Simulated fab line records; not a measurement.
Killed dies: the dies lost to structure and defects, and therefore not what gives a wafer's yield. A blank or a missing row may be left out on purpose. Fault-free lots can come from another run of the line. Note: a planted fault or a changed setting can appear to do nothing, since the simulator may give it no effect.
A lot that was struck, set against a sound lot	flow nand-harc	40 steps out of a route of 1159
Sound: wafers L102.2, L102.4, L102.6. Struck: wafers L105.1, L105.3 (left out: L105.4, a lot-mate that was not struck); the cause follows at the end.
Order at every step that has rows: each side's tool, ch and its chambers, its first start. Under that, the readings that differ: sound wafers	struck wafers	difference of the means	sigmas: that difference in standard deviations of wafers without a fault.
alike: words and numbers the same on both sides, and readings whose means are apart by under 2 such deviations; not compared: readings that were withheld, readings missing a value for some wafer, numbers with overlapping values and no deviation given by the record, and bounds like >300 which may hide the same value.
The two part at a step that has a row with sigmas, a row that says differs or no value, or rows on one side only. Numbers that don't overlap but have no deviation are shown without sigmas and don't part them. Lack of a reading on every wafer of one side parts them only where that side has two or more wafers.

NHARC_P_CONTACT_CD_MEAS_19:
  struck on cd-sem-02, day 6 19:40; sound on cd-sem-02, day 6 09:29
  alike: cd-nm
then, 4 steps without rows for these wafers: NHARC_P_CONTACT_STRIP_28 (strips in O2); NHARC_P_CONTACT_STRIP_29 (strips in post etch residue remover, time 1200 s); NHARC_P_CONTACT_DEGAS_38 (time 60 s); NHARC_P_CONTACT_PRE_CLEAN_39 (time 19.5 s).
NHARC_P_CONTACT_PVD_32: deposits Ti, target thk 5 nm, time 17.7 s.
  sound on pvd-sputter-01; struck on pvd-sputter-01
  alike: throttle-valve-pct
NHARC_P_CONTACT_ALD_22: deposits TiN, target thk 3 nm, pulse time 1 s, ald cycles 150.
  sound on ald-metal-02 ch 0,2,3, day 6 10:29; struck on ald-metal-03 ch 1,3, day 6 20:39
  alike: heater-power-w, precursor-pulse-height-rel
then, 1 step without rows for these wafers: NHARC_P_CONTACT_CVD_23 (deposits W, target thk 200 nm, time 557 s).
NHARC_P_CONTACT_CMP_24: polishes, t overpolish 30 s, target thk 200 nm.
  sound on cmp-04 ch 0,1, day 6 13:01; struck on cmp-04 ch 0,2, day 6 21:29
  alike: motor-current-A, overpolish-run-s, time-to-endpoint-s
following that, these wafers have no rows for 1 step: NHARC_P_CONTACT_SRD_26.
NHARC_P_CONTACT_INSPECT_27:
  struck on defect-inspect-02, day 6 21:53; sound on defect-inspect-01, day 6 13:25
  alike: raw-defect-count
NHARC_P_M0_DEP_00: deposits SiOC, target thk 150 nm.
  sound on pecvd-02 ch 0,1, day 6 13:29; struck on pecvd-02 ch 0,2, day 6 21:57
then, 9 steps without rows for these wafers: NHARC_P_M0_DEHYDRATE_01 (time 120 s); NHARC_P_M0_HMDS_02 (time 30 s); NHARC_P_M0_COAT_33 (time 65 s); NHARC_P_M0_COAT_03 (resist thk 90 nm); NHARC_P_M0_SOFTBAKE_04 (time 55 s); NHARC_P_M0_EBR_05; NHARC_P_M0_EXPOSE_06 (exposes mask P M0, target cd 90 nm); NHARC_P_M0_PEB_07 (peb time 65 s); NHARC_P_M0_DEVELOP_08 (develop time 35 s).
NHARC_P_M0_CD_MEAS_09: target cd 90 nm.
  sound on cd-sem-01 ch 0, day 6 14:19; struck on cd-sem-01 ch 0, day 6 22:39
  alike: cd-nm
NHARC_P_M0_OVL_MEAS_10: pitch 180 nm.
  struck on overlay-02, day 6 22:44; sound on overlay-02, day 6 14:24
  alike: overlay-x-nm, overlay-y-nm
NHARC_P_M0_INSPECT_11:
  struck on defect-inspect-02, day 6 22:47; sound on defect-inspect-01, day 6 14:26
  alike: raw-defect-count
then, 3 steps without rows for these wafers: NHARC_P_M0_DESCUM_14 (chemistry O2, time 3 s); NHARC_P_M0_ETCH_34 (etches the open film in N2/H2, target depth 40 nm, overetch 12 nm, time 43.94 s); NHARC_P_M0_ETCH_15 (etches the open film in C4F8/Ar, target depth 150 nm, overetch 15 nm, time 82.5 s).
NHARC_P_M0_CD_MEAS_16:
  struck on cd-sem-02, day 6 23:08; sound on cd-sem-01, day 6 14:48
  alike: cd-nm
then, 2 steps without rows for these wafers: NHARC_P_M0_STRIP_18 (strips in N2/H2); NHARC_P_M0_STRIP_19 (strips in post etch residue remover, time 600 s).
NHARC_P_M0_DEGAS_28: time 60 s.
  struck on pvd-sputter-03, day 6 23:48; sound on pvd-sputter-02, day 6 15:26
  alike: heater-power-w
then, 2 steps without rows for these wafers: NHARC_P_M0_PRE_CLEAN_29 (time 30 s); NHARC_P_M0_PVD_20 (deposits TaN, target thk 5 nm, time 8.06 s).
NHARC_P_M0_PVD_21: deposits Cu, target thk 30 nm, time 20.49 s.
  sound on pvd-sputter-02; struck on pvd-sputter-03
  alike: throttle-valve-pct
then, 4 steps without rows for these wafers: NHARC_P_M0_ECD_22 (material Cu, target thk 400 nm); NHARC_P_M0_ANNEAL_30 (time 90 s); NHARC_P_M0_CMP_23 (polishes, t overpolish 20 s, target thk 117.53 nm); NHARC_P_M0_SRD_25.
NHARC_P_M0_INSPECT_27:
  struck on defect-inspect-02, day 7 01:31; sound on defect-inspect-01, day 6 17:19
  alike: raw-defect-count
-- jump in the record: it breaks off in module P_M0 and resumes in module END (first step shown: number 1159 of the route), and 14 days separate the struck wafers' starts before and after --
NHARC_END_SORT_01:
  only the struck wafers appear in the record here, on prober-01 ch 0 at day 20 18:40; the sound ones have no rows

## WHERE THEY PART
Only at NHARC_END_SORT_01, as far as this record shows.

WHY: what the simulator had put in
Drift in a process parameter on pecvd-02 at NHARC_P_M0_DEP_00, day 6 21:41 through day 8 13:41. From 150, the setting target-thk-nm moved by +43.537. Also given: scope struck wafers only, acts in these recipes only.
